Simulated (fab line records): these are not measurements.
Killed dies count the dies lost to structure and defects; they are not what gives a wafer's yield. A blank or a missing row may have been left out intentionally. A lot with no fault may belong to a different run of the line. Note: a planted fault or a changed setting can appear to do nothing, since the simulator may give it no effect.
Which tool is to blame?    flow n5Finfet    8 lots with 24 wafers sampled at 5 steps, on a route of 1938 steps

## WHAT THE GAUGES SHOWED, per wafer
N5_BEOL_M4_RC_MEAS_101. Usual: DIBL_N 35.9 mV/V, standard deviation 1.4; DIBL_P 35.9 mV/V, standard deviation 1.7; IOFF_N 0.155 nA/um, standard deviation 0.023; IOFF_P 0.201 nA/um, standard deviation 0.029; ION_N 672 uA/um, standard deviation 8.8; ION_P 460 uA/um, standard deviation 7; SS_N 71.6 mV/dec, standard deviation 0.48; SS_P 73.1 mV/dec, standard deviation 0.64; VT_N 250.0 mV, standard deviation 3; VT_P -251.6 mV, standard deviation 3.
lot   measured      on         DIBL_N (mV/V)   DIBL_P (mV/V)   IOFF_N (nA/um)     IOFF_P (nA/um)     ION_N (uA/um)  ION_P (uA/um)  SS_N (mV/dec)   SS_P (mV/dec)   VT_N (mV)          VT_P (mV)             flag
L786  day 9 06:42   prober-01  36.1 36.0 35.6  36.3 36.4 36.0  0.168 0.163 0.172  0.217 0.207 0.213  675 676 673    460 458 457    72.0 71.1 71.3  73.0 73.4 73.2  247.6 250.3 248.9  -250.3 -251.0 -250.2  
L788  day 9 10:04   prober-01  34.1 35.3 36.0  35.0 36.8 37.7  0.128 0.150 0.161  0.162 0.179 0.186  660 674 676    452 457 460    71.6 71.1 72.0  72.4 73.4 73.6  252.3 249.7 251.4  -254.1 -254.3 -253.0  
L791  day 10 18:28  prober-02  33.1 35.3 33.2  31.8 34.6 32.0  0.114 0.157 0.117  0.162 0.205 0.164  657 674 674    454 459 458    71.0 71.5 69.9  72.5 73.1 71.5  251.4 247.7 253.3  -253.1 -252.2 -252.7  
L796  day 11 12:03  prober-01  36.9 37.7 36.5  36.8 37.6 35.2  0.183 0.198 0.170  0.244 0.260 0.227  684 671 670    467 463 461    72.1 72.6 72.4  74.0 73.6 73.7  246.3 244.0 248.2  -249.6 -246.0 -249.3  
L795  day 11 08:53  prober-02  36.8 36.6 38.6  35.0 35.1 36.8  0.145 0.154 0.183  0.215 0.227 0.245  666 675 684    462 469 464    71.4 71.7 71.6  72.6 73.5 74.0  251.2 250.8 248.2  -248.6 -249.7 -249.9  
L801  day 12 22:56  prober-01  36.6 36.3 35.4  37.5 37.9 36.6  0.168 0.170 0.149  0.213 0.217 0.199  682 676 668    461 460 461    72.3 72.0 72.8  73.8 74.1 73.7  248.7 248.1 250.8  -250.7 -251.7 -250.6  
L803  day 13 16:23  prober-01  35.4 36.3 37.0  36.7 38.7 39.4  0.188 0.205 0.231  0.220 0.250 0.267  688 680 676    469 465 462    71.3 71.7 72.3  73.3 73.7 74.4  243.8 244.3 243.5  -248.9 -249.2 -249.4  
L805  day 13 23:38  prober-02  35.6 34.9 33.5  34.0 34.2 32.8  0.141 0.131 0.113  0.186 0.198 0.168  649 668 654    448 462 454    71.7 71.1 71.0  72.6 73.4 72.6  255.4 250.9 256.9  -253.7 -251.9 -252.6  

## WHICH TOOL RAN EACH LOT (tool, then ch and the chambers of the sampled wafers, then the start)
lot   N5_BEOL_M1_STRIP_19                N5_BEOL_M1_ETCH_70                 N5_BEOL_M1_STRIP_36                N5_BEOL_M1_STRIP_97
L786  rieDiel-03 ch 0,3, day 7 12:44     rieDiel-01 ch 2,3, day 7 14:49     rieDiel-01 ch 2,3, day 7 14:58     rieDiel-01 ch 2,3, day 9 06:42 or earlier
L788  rieDiel-03 ch 1,2, day 7 16:51     rieDiel-01 ch 1,3, day 7 19:44     rieDiel-01 ch 1,3, day 7 19:53     rieDiel-01 ch 1,3, day 9 10:04 or earlier
L791  rieDiel-01 ch 0,1,3, day 8 20:19   rieDiel-01 ch 0,1,3, day 8 22:26   rieDiel-01 ch 0,1,3, day 8 22:35   rieDiel-01 ch 0,1,3, day 10 18:28 or earlier
L796  rieDiel-04 ch 0,1,3, day 9 18:41   rieDiel-03 ch 1,2,3, day 9 20:31   rieDiel-03 ch 1,2,3, day 9 20:40   rieDiel-03 ch 1,2,3, day 11 12:03 or earlier
L795  rieDiel-03 ch 0,1, day 9 18:55     rieDiel-01 ch 2,3, day 9 20:25     rieDiel-01 ch 2,3, day 9 20:34     rieDiel-01 ch 2,3, day 11 08:53 or earlier
L801  rieDiel-04 ch 0,2, day 11 03:58    rieDiel-01 ch 0,1,3, day 11 07:01  rieDiel-01 ch 0,1,3, day 11 07:10  rieDiel-01 ch 0,1,3, day 12 22:56 or earlier
L803  rieDiel-03 ch 0,2,3, day 11 17:07  rieDiel-01 ch 0,1,3, day 12 00:14  rieDiel-01 ch 0,1,3, day 12 00:24  rieDiel-01 ch 0,1,3, day 13 16:23 or earlier
L805  rieDiel-03 ch 1,2,3, day 12 01:50  rieDiel-03 ch 0,1,2, day 12 04:50  rieDiel-03 ch 0,1,2, day 12 04:59  rieDiel-03 ch 0,1,2, day 13 23:38 or earlier
- N5_BEOL_M1_STRIP_19: strips in O2.
- N5_BEOL_M1_ETCH_70: etches SOC in N2/H2, target depth 80 nm, overetch 16 nm, time 120 s.
- N5_BEOL_M1_STRIP_36: strips in N2/H2.
- N5_BEOL_M1_STRIP_97: strips in N2/H2, time 10 s.

## WHAT THE TOOLS THEMSELVES READ (means of the sampled wafers that have a number; where no wafer has one, the mark that the record gives instead)
N5_BEOL_M1_STRIP_19. Usual: drypumpMotorCurrentA 5.8 A, standard deviation 0.59; oesProductAu 0.79 a.u., standard deviation 0.1; rfVppV 3.7 V, standard deviation 0.46; showerheadPlenumPTorr 2.11 Torr, standard deviation 0.086; tempC 40.01 C, standard deviation 0.1; throttleValvePct 16.64 %, standard deviation 0.2.
lot   tool        drypumpMotorCurrentA (A)  oesProductAu (a.u.)  rfVppV (V)  showerheadPlenumPTorr (Torr)  tempC (C)  throttleValvePct (%)  flag
L786  rieDiel-03  6.0                       0.89                 3.4         2.17                          40.03      16.39                 
L788  rieDiel-03  5.9                       0.74                 3.5         2.16                          39.95      16.79                 
L791  rieDiel-01  5.6                       0.89                 3.9         2.13                          40.05      16.46                 
L796  rieDiel-04  5.9                       0.79                 3.6         2.09                          40.10      16.63                 
L795  rieDiel-03  5.8                       0.73                 3.3         2.14                          40.03      16.75                 
L801  rieDiel-04  5.9                       0.71                 4.1         2.10                          40.01      16.88                 
L803  rieDiel-03  5.6                       0.77                 3.5         2.10                          39.95      16.60                 
L805  rieDiel-03  6.0                       0.76                 3.8         2.16                          39.95      16.68                 

N5_BEOL_M1_ETCH_70. Usual: biasW 150.0 W, standard deviation 0.44; drypumpMotorCurrentA 5.8 A, standard deviation 0.62; h2FlowSccm 199.9 sccm, standard deviation 0.56; oesProductAu 0.62 a.u., standard deviation 0.077; rfVppV 524.6 V, standard deviation 3; showerheadPlenumPTorr 2.57 Torr, standard deviation 0.1; tempC 40.00 C, standard deviation 0.11; throttleValvePct 17.74 %, standard deviation 0.23.
lot   tool        biasW (W)  drypumpMotorCurrentA (A)  h2FlowSccm (sccm)  oesProductAu (a.u.)  rfVppV (V)  showerheadPlenumPTorr (Torr)  tempC (C)  throttleValvePct (%)  flag
L786  rieDiel-01  150.0      6.5                       200.4              0.54                 522.7       2.49                          39.99      18.01                 
L788  rieDiel-01  149.7      5.2                       199.6              0.70                 524.6       2.56                          39.93      17.70                 
L791  rieDiel-01  150.0      5.6                       199.3              0.67                 525.0       2.59                          40.12      17.62                 
L796  rieDiel-03  150.3      6.0                       200.3              0.60                 526.2       2.62                          40.16      17.79                 
L795  rieDiel-01  149.7      6.5                       200.0              0.68                 522.0       2.48                          39.97      17.74                 
L801  rieDiel-01  169.7      5.6                       199.7              0.65                 567.5       2.58                          39.92      17.64                 OFF
L803  rieDiel-01  169.9      5.6                       200.1              0.65                 568.0       2.58                          39.97      17.65                 OFF
L805  rieDiel-03  150.2      5.6                       199.9              0.55                 523.0       2.53                          40.05      17.88                 

N5_BEOL_M1_STRIP_36. Usual: value, then standard deviation, for each; drypumpMotorCurrentA 5.8 A / 0.62; h2FlowSccm 200.1 sccm / 0.62; oesProductAu 0.81 a.u. / 0.11; rfVppV 59.4 V / 1.5; showerheadPlenumPTorr 2.56 Torr / 0.1; tempC 40.02 C / 0.11; throttleValvePct 23.55 % / 0.28.
lot   tool        drypumpMotorCurrentA (A)  h2FlowSccm (sccm)  oesProductAu (a.u.)  rfVppV (V)  showerheadPlenumPTorr (Torr)  tempC (C)  throttleValvePct (%)  flag
L786  rieDiel-01  6.4                       199.8              0.71                 59.5        2.48                          40.13      23.83                 
L788  rieDiel-01  5.2                       200.1              0.92                 59.6        2.56                          39.98      23.56                 
L791  rieDiel-01  5.6                       200.1              0.89                 58.6        2.58                          40.11      23.44                 
L796  rieDiel-03  6.0                       200.2              0.78                 57.9        2.62                          40.05      23.63                 
L795  rieDiel-01  6.5                       200.0              0.90                 59.5        2.48                          39.94      23.64                 
L801  rieDiel-01  5.6                       200.2              0.86                 58.9        2.58                          40.01      23.46                 
L803  rieDiel-01  5.6                       199.4              0.85                 60.0        2.58                          40.03      23.48                 
L805  rieDiel-03  5.6                       200.6              0.72                 58.4        2.52                          39.97      23.69                 

N5_BEOL_M1_STRIP_97. Usual: value, then standard deviation, for each; drypumpMotorCurrentA 5.8 A / 0.62; h2FlowSccm 200.0 sccm / 0.58; oesProductAu 0.82 a.u. / 0.11; rfVppV 59.2 V / 0.92; showerheadPlenumPTorr 2.56 Torr / 0.1; tempC 40.00 C / 0.12; throttleValvePct 23.55 % / 0.28.
lot   tool        drypumpMotorCurrentA (A)  h2FlowSccm (sccm)  oesProductAu (a.u.)  rfVppV (V)  showerheadPlenumPTorr (Torr)  tempC (C)  throttleValvePct (%)  flag
L786  rieDiel-01  6.5                       200.4              0.71                 59.1        2.48                          40.06      23.84                 
L788  rieDiel-01  5.2                       199.8              0.93                 59.4        2.56                          40.00      23.54                 
L791  rieDiel-01  5.6                       199.9              0.88                 58.8        2.58                          39.95      23.43                 
L796  rieDiel-03  6.0                       200.1              0.78                 59.4        2.62                          39.99      23.63                 
L795  rieDiel-01  6.5                       200.3              0.89                 59.3        2.48                          39.98      23.64                 
L801  rieDiel-01  5.6                       200.4              0.86                 59.2        2.58                          40.06      23.46                 
L803  rieDiel-01  5.6                       200.0              0.85                 59.8        2.58                          39.93      23.45                 
L805  rieDiel-03  5.6                       199.8              0.71                 59.2        2.52                          40.01      23.70                 

## THE ANSWER, worked out from the rows above alone
Rule: a lot counts as off when the mean over its wafers that have a number is more than 3 standard deviations away from the usual mean. A lot without any number at a reading at which 4 lots or more have one is off too. Any other lot the step has rows for is counted as sound. After the gauges, taken in route order, come the tools' own readings; for these a lot's mean is taken, as printed above. At the first step where some lot is off, the reading lying furthest off is the one used; lots without a number count as furthest.
Off: L801, L803 (N5_BEOL_M1_ETCH_70, biasW).
A tool fits if, at that step or a process step before it, it ran every lot that is off, and no sound lot after the first of them. One fits: rieDiel-01 at N5_BEOL_M1_ETCH_70. A fault onset in the window from L795 (day 9 20:25, its last sound lot) to L801 (day 11 07:01, its first lot off) fits.
The tool's own readings at N5_BEOL_M1_ETCH_70 bear it out: on the lots that are off they differ by more than 5 times the standard deviation of the sound lots' means. biasW reads 169.8 W there against 150.0 W on the sound lots; rfVppV reads 567.8 V there against 523.9 V on the sound lots.

## WHAT HAD BEEN PUT IN BY THE SIMULATOR
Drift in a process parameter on rieDiel-01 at N5_BEOL_M1_ETCH_70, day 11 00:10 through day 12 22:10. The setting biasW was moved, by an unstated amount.
Lots struck among those shown: L801, L803. The rule above reached the same finding.
